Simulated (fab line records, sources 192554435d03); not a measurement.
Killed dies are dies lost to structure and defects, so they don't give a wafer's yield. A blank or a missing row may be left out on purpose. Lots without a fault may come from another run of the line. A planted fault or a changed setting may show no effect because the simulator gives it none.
Which tool did it? | flow n5_finfet | 10 lots, 30 wafers sampled, at 1 step of a route of 1938

WHAT THE GAUGES READ, wafer by wafer
N5_WELL_APT_OVL_MEAS_26.
lot  | measured    | on         | PWELL_OVL (nm)
L076 | day 2 03:12 | overlay-02 | 6 7 8
L078 | day 2 14:50 | overlay-01 | -1 8 2
L080 | day 3 02:46 | overlay-01 | 2 -3 4
L082 | day 3 14:43 | overlay-01 | 4 -1 -3
L084 | day 4 02:43 | overlay-02 | -6 3 6
L086 | day 4 16:07 | overlay-02 | 2 -2 5
L088 | day 5 03:20 | overlay-01 | -4 8 3
L090 | day 5 14:44 | overlay-01 | 7 9 10
L094 | day 6 15:26 | overlay-02 | 5 7 3
L097 | day 7 11:50 | overlay-02 | 3 -1 6

WHICH TOOL RAN EACH LOT (tool, then ch and the chambers of the sampled wafers, then the start)
The record holds no process step before these readings.

THE ANSWER, worked out from the rows above alone
Rule: what is usual is taken from the lots themselves. Put in order of their means at a reading, lots are off if they are a third of the lots or fewer, leave a main group of 4 or more, and stand apart from it by a gap of 3 or more times the standard deviation of the main group's means; of several such gaps the widest counts. A main group whose means are all the same, to the digits that the tables above print for the reading, isn't used. A lot without any number at a reading at which 4 lots or more have one is off too. The other lots that the step has rows for count as sound.
No lot is off at any reading shown: from this, nothing can be told.

WHAT THE SIMULATOR HAD PUT IN
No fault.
